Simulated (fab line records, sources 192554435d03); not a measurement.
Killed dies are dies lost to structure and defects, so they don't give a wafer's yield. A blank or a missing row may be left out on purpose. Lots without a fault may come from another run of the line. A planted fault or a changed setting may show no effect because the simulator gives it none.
Which tool did it? | flow n5_finfet | 11 lots, 28 wafers sampled, at 3 steps of a route of 1938

WHAT THE GAUGES READ, wafer by wafer
N5_BEOL_M4_THK_MEAS_53: measures by xrf. Usual: M4_THK 40.0 nm, standard deviation 1.7.
lot  | measured     | on            | M4_THK (nm)    | flag
L713 | day 8 23:04  | film_metro-02 | 43.7 40.1 41.6 |
L714 | day 8 23:20  | film_metro-01 | 41.2 40.1 41.5 |
L715 | day 9 01:49  | film_metro-02 | 38.6 38.0      |
L716 | day 9 21:07  | film_metro-01 | 39.7 40.1      |
L717 | day 9 22:49  | film_metro-01 | 41.5 41.2      |
L718 | day 10 00:21 | film_metro-02 | 39.3 38.6 41.5 |
L721 | day 10 04:46 | film_metro-02 | 38.5 39.5 39.2 |
L723 | day 12 02:07 | film_metro-01 | 38.2 39.0 39.0 |
L726 | day 12 06:23 | film_metro-01 | 38.5 38.5      |
L727 | day 12 07:52 | film_metro-01 | 39.5 37.5      |
L733 | day 14 15:23 | film_metro-01 | 39.7 38.0 38.7 |

N5_BEOL_M4_RC_MEAS_101. Usual: CJ_N 4.31, standard deviation 0.11; CJ_P 5.79, standard deviation 0.18; DIBL_N 35.1 mV/V, standard deviation 1.5; DIBL_P 35.2 mV/V, standard deviation 2; IOFF_N 0.146 nA/um, standard deviation 0.028; IOFF_P 0.20 nA/um, standard deviation 0.036; ION_N 670 uA/um, standard deviation 12; ION_P 462 uA/um, standard deviation 8.2; RS_NWELL 1038 ohm/sq, standard deviation 5.6; RS_PWELL 3016 ohm/sq, standard deviation 20; SS_N 71.2 mV/dec, standard deviation 0.63; SS_P 73.1 mV/dec, standard deviation 0.7; VT_N 250 mV, standard deviation 3.6; VT_P -251 mV, standard deviation 3.3.
lot  | measured     | on        | CJ_N           | CJ_P           | DIBL_N (mV/V)  | DIBL_P (mV/V)  | IOFF_N (nA/um)    | IOFF_P (nA/um) | ION_N (uA/um) | ION_P (uA/um) | RS_NWELL (ohm/sq) | RS_PWELL (ohm/sq) | SS_N (mV/dec)  | SS_P (mV/dec)  | VT_N (mV)   | VT_P (mV)      | flag
L713 | day 8 23:31  | prober-02 | 4.46 4.42 4.33 | 5.79 5.54 5.86 | 37.9 36.7 37.4 | 38.4 36.5 37.5 | 0.224 0.184 0.204 | 0.29 0.26 0.29 | 698 659 689   | 474 458 469   | 1046 1035 1038    | 3009 3036 3042    | 71.8 71.6 72.0 | 73.8 74.0 73.9 | 242 247 246 | -245 -246 -245 |
L714 | day 8 23:44  | prober-01 | 4.25 4.27 4.17 | 5.83 5.78 5.36 | 33.9 36.1 36.2 | 32.1 34.9 35.1 | 0.117 0.152 0.156 | 0.17 0.20 0.21 | 671 688 692   | 464 466 476   | 1030 1034 1038    | 2999 2989 3019    | 70.1 70.9 71.3 | 72.3 73.4 73.6 | 253 248 249 | -250 -250 -247 |
L715 | day 9 02:35  | prober-02 | 4.44 4.40      | 6.00 6.03      | 37.0 36.6      | 38.1 38.4      | 0.178 0.183       | 0.21 0.22      | 667 674       | 455 467       | 1033 1044         | 3013 3023         | 71.7 71.6      | 74.1 74.4      | 250 246     | -252 -251      |
L716 | day 9 22:02  | prober-02 | 4.31 4.26      | 5.61 6.10      | 33.5 37.4      | 34.3 39.3      | 0.117 0.196       | 0.17 0.26      | 660 680       | 457 465       | 1044 1036         | 3028 3034         | 71.1 72.9      | 72.3 73.2      | 255 248     | -253 -249      |
L717 | day 9 23:08  | prober-02 | 4.25 4.27      | 6.10 5.74      | 36.9 37.3      | 35.9 36.5      | 0.197 0.203       | 0.25 0.25      | 699 670       | 475 458       | 1037 1034         | 3037 3049         | 71.1 71.3      | 74.2 74.4      | 242 246     | -245 -247      |
L718 | day 10 00:40 | prober-01 | 4.21 4.22 4.12 | 5.67 5.65 5.74 | 34.3 34.2 34.9 | 37.1 36.8 37.4 | 0.143 0.154 0.160 | 0.21 0.21 0.21 | 665 681 680   | 463 470 468   | 1037 1037 1036    | 3008 2977 3016    | 70.8 71.8 71.5 | 73.3 73.1 74.0 | 253 250 248 | -247 -247 -248 |
L721 | day 10 05:06 | prober-01 | 4.15 4.12 4.19 | 5.60 5.80 5.89 | 32.9 35.6 36.1 | 33.8 37.1 38.7 | 0.115 0.162 0.178 | 0.19 0.23 0.27 | 656 654 682   | 462 456 473   | 1030 1037 1040    | 3003 3016 3028    | 70.5 72.6 72.5 | 73.5 74.3 74.5 | 253 251 248 | -253 -248 -245 |
L723 | day 12 02:44 | prober-01 | 4.23 4.29 4.21 | 5.58 6.08 5.88 | 34.1 35.3 36.3 | 33.7 34.8 36.0 | 0.121 0.141 0.159 | 0.22 0.23 0.24 | 665 673 676   | 469 471 470   | 1035 1038 1033    | 2991 3000 3013    | 71.1 72.1 71.7 | 72.8 73.8 73.4 | 249 249 249 | -246 -246 -247 |
L726 | day 12 07:09 | prober-01 | 2.74 2.71      | 4.31 4.32      | 33.6 35.3      | 32.8 34.5      | 0.115 0.148       | 0.15 0.18      | 658 656       | 457 449       | 1022 1015         | 2828 2805         | 71.2 72.1      | 72.9 73.1      | 255 250     | -254 -255      | OFF
L727 | day 12 08:40 | prober-02 | 2.76 4.33      | 4.32 5.91      | 34.3 35.2      | 32.2 34.5      | 0.130 0.137       | 0.16 0.18      | 659 678       | 457 465       | 1021 1023         | 2846 2987         | 71.5 71.2      | 72.3 72.5      | 255 252     | -254 -250      | OFF
L733 | day 14 15:52 | prober-01 | 4.47 4.35 4.39 | 5.84 5.61 5.70 | 34.9 36.2 35.0 | 36.4 37.9 36.3 | 0.155 0.173 0.146 | 0.21 0.23 0.20 | 684 678 675   | 468 465 472   | 1034 1035 1036    | 2995 2995 2984    | 71.1 71.8 71.4 | 73.1 74.0 73.0 | 248 246 248 | -249 -250 -250 |

WHICH TOOL RAN EACH LOT (tool, then ch and the chambers of the sampled wafers, then the start)
lot  | N5_WELL_APT_EPI_41
L713 | epi_rpcvd-02 ch 0, day 2 10:37
L714 | epi_rpcvd-02 ch 0, day 2 16:23
L715 | epi_rpcvd-02 ch 0, day 2 22:13
L716 | epi_rpcvd-02 ch 0, day 3 04:27
L717 | epi_rpcvd-04 ch 0, day 3 09:55
L718 | epi_rpcvd-02 ch 0, day 3 15:59
L721 | epi_rpcvd-01 ch 0, day 4 09:56
L723 | epi_rpcvd-01 ch 0, day 4 22:17
L726 | epi_rpcvd-02 ch 0, day 5 16:26
L727 | epi_rpcvd-02 ch 0, day 5 23:01
L733 | epi_rpcvd-01 ch 0, day 7 12:49
- N5_WELL_APT_EPI_41: deposits Si from SiH4/H2, target thk 50 nm, time 297.7 s.

WHAT THE TOOLS THEMSELVES READ (means of the sampled wafers that have a number; where no wafer has one, the mark that the record gives instead)
N5_WELL_APT_EPI_41. Usual: throttle_valve_pct 10.90 %, standard deviation 0.2.
lot  | tool         | throttle_valve_pct (%) | flag
L713 | epi_rpcvd-02 | 10.83                  |
L714 | epi_rpcvd-02 | 10.79                  |
L715 | epi_rpcvd-02 | 10.62                  |
L716 | epi_rpcvd-02 | 10.84                  |
L717 | epi_rpcvd-04 | 11.28                  |
L718 | epi_rpcvd-02 | 10.79                  |
L721 | epi_rpcvd-01 | 10.96                  |
L723 | epi_rpcvd-01 | 10.91                  |
L726 | epi_rpcvd-02 | 10.73                  |
L727 | epi_rpcvd-02 | 10.68                  |
L733 | epi_rpcvd-01 | 10.89                  |

THE ANSWER, worked out from the rows above alone
Rule: a lot is off if the mean of its wafers that have a number lies more than 3 standard deviations from the usual mean. A lot without any number at a reading at which 4 lots or more have one is off too. The other lots that the step has rows for count as sound. The gauges are gone through in route order, then the tools' own readings, and for those a lot's mean is taken as printed above. The first step at which some lot is off is used, and at that step the reading that is off furthest; a lot without a number counts as furthest.
Off: L726, L727, at N5_BEOL_M4_RC_MEAS_101 (CJ_N).
A tool fits if, at a process step before that reading, it ran every lot that is off, and no sound lot after the first of them. The gauges at N5_BEOL_M4_RC_MEAS_101 are tried like those tools. One fits: epi_rpcvd-02 at N5_WELL_APT_EPI_41. Its last sound lot is L718 (day 3 15:59), its first lot that is off L726 (day 5 16:26): a fault that began between those two fits.

WHAT THE SIMULATOR HAD PUT IN
Process parameter drift: epi_rpcvd-02, from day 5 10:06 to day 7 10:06, at N5_WELL_APT_EPI_41. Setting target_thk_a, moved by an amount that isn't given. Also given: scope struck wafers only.
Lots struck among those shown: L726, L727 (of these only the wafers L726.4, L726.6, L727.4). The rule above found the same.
